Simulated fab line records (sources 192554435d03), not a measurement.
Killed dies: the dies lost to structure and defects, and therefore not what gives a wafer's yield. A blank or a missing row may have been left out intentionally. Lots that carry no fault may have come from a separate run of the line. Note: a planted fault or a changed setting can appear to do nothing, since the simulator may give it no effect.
A lot that was struck, set against a sound lot :: flow n5Finfet :: 15 out of 1938 route steps
Sound: the wafers L411.2, L411.3, L411.4. Struck: wafer L414.6; the same lot's L414.5 was not struck, so it is left out; see the end for the cause.
At each step with rows: each side's tool, then ch and its chambers, then its first start. Under that, the readings that differ: sound wafers :: struck wafers :: difference of the means :: sigmas: that difference in standard deviations of wafers without a fault.
alike: words and numbers the same on both sides, and readings whose means are apart by under 2 such deviations; not compared: readings that were withheld, readings missing a value for some wafer, numbers with overlapping values and no deviation given by the record, and bounds like >300 which may hide the same value.
Wherever a step has rows on one side only, a row that says differs or no value, or a row with sigmas, the two part there. Numbers that don't overlap but have no deviation are shown without sigmas and don't part them. A reading that every wafer of one side lacks parts them only if that side has two wafers or more.

N5_MOL_CONTACT_COAG_OVL_MEAS_85:
  sound on overlay-01 ch 0, day 7 17:40; struck on overlay-02 ch 0, day 8 19:05
  alike: VG_OVL
N5_MOL_CONTACT_COAG_INSPECT_57: inspects for defects (brightfield).
  struck on defectInspect-01, day 8 19:07; sound on defectInspect-02, day 7 17:43
  alike: rawDefectCount
N5_MOL_CONTACT_COAG_DESCUM_88: chemistry O2, time 7 s.
  sound on rieDiel-05 ch 0,1,3, day 7 17:53; struck on rieDiel-05 ch 2, day 8 19:10
  alike: drypumpMotorCurrentA, oesProductAu, rfVppV, showerheadPlenumPTorr, throttleValvePct
  not compared: rfHoursCounterH
then, 2 steps without rows for these wafers: N5_MOL_CONTACT_COAG_ETCH_89 (etches underlayer in N2/H2, target depth 13 nm, time 10.4 s); N5_MOL_CONTACT_COAG_ETCH_90 (etches SiARC in CF4, target depth 13 nm, time 21.7 s).
N5_MOL_CONTACT_COAG_ALD_131: deposits SiO2, target thk 5 nm, pulse time 1 s, co reactant pulse time 1 s.
  sound on aldSin-02 ch 0,1,3, day 7 18:01; struck on aldSin-01 ch 3, day 8 19:31
  alike: chamberPressureTorr, heaterPowerW, precursorPulseHeightRel
  not compared: sinceWetCleanH
then, 1 step without rows for these wafers: N5_MOL_CONTACT_COAG_ETCHBACK_132 (etches SiO2 in CHF3, target depth 10 nm, time 6.7 s).
N5_MOL_CONTACT_COAG_ETCH_91: etches SOC in N2/H2, target depth 60 nm, overetch 21 nm, time 101.2 s.
  sound on rieDiel-04 ch 0,2,3, day 7 18:19; struck on rieDiel-04 ch 0, day 8 19:41
  alike: drypumpMotorCurrentA, oesProductAu, rfVppV, showerheadPlenumPTorr, throttleValvePct
  not compared: rfHoursCounterH
then, 2 steps without rows for these wafers: N5_MOL_CONTACT_COAG_STRIP_92 (strips in N2/H2); N5_MOL_CONTACT_COAG_STRIP_93 (strips in N2/H2).
N5_MOL_CONTACT_COAG_ETCHBACK_135: etches SiO2 in CHF3, target depth 25 nm, time 16.7 s.
  sound on rieDiel-04 ch 0,2,3, day 7 18:25; struck on rieDiel-04 ch 0, day 8 19:46
  alike: drypumpMotorCurrentA, oes_f_703_au, oesProductAu, rfVppV, showerheadPlenumPTorr, throttleValvePct
  not compared: rfHoursCounterH
then, 1 step without rows for these wafers: N5_MOL_CONTACT_COAG_STRIP_118 (strips in CHF3).
N5_MOL_CONTACT_COAG_VIA_ETCH_46: etches SiO2 in C4F6/O2, target depth 46 nm, overetch 9.2 nm, time 40 s.
  sound on rieDiel-04 ch 0,2,3, day 7 18:26; struck on rieDiel-04 ch 0, day 8 19:49
reading: model.SOC_of_MOL_CONTACT_COAG_COAT_75.thkNm (nm)
sound: 51.2 50.8 51
struck: 47.2
difference: -3.8
sigmas: 
  alike: drypumpMotorCurrentA, oes_f_703_au, oesProductAu, rfVppV, showerheadPlenumPTorr, throttleValvePct
  not compared: rfHoursCounterH
N5_MOL_CONTACT_COAG_STRIP_96: strips in N2/H2.
  sound on rieDiel-04 ch 0,2,3, day 7 18:31; struck on rieDiel-04 ch 0, day 8 19:52
  alike: drypumpMotorCurrentA, oesProductAu, rfVppV, showerheadPlenumPTorr, throttleValvePct
  not compared: rfHoursCounterH
-- here the record skips 9 days between the struck wafers' starts before and after, leaving off in module MOL_CONTACT_COAG and picking up in module PASSIVATION (first step shown: number 1936 of the route) --
N5_PASSIVATION_PROBE_49:
  struck on prober-02, day 17 19:20; sound on prober-01, day 16 20:47
  alike: killed_at_M0_to_M3, killed_at_M4_up, killedAtContacts, killedAtFrontEnd, killedAtOther, killedDies, killedOpen, killedShort

WHERE THEY PART
Nowhere in this record.

WHY: the cause the simulator had injected
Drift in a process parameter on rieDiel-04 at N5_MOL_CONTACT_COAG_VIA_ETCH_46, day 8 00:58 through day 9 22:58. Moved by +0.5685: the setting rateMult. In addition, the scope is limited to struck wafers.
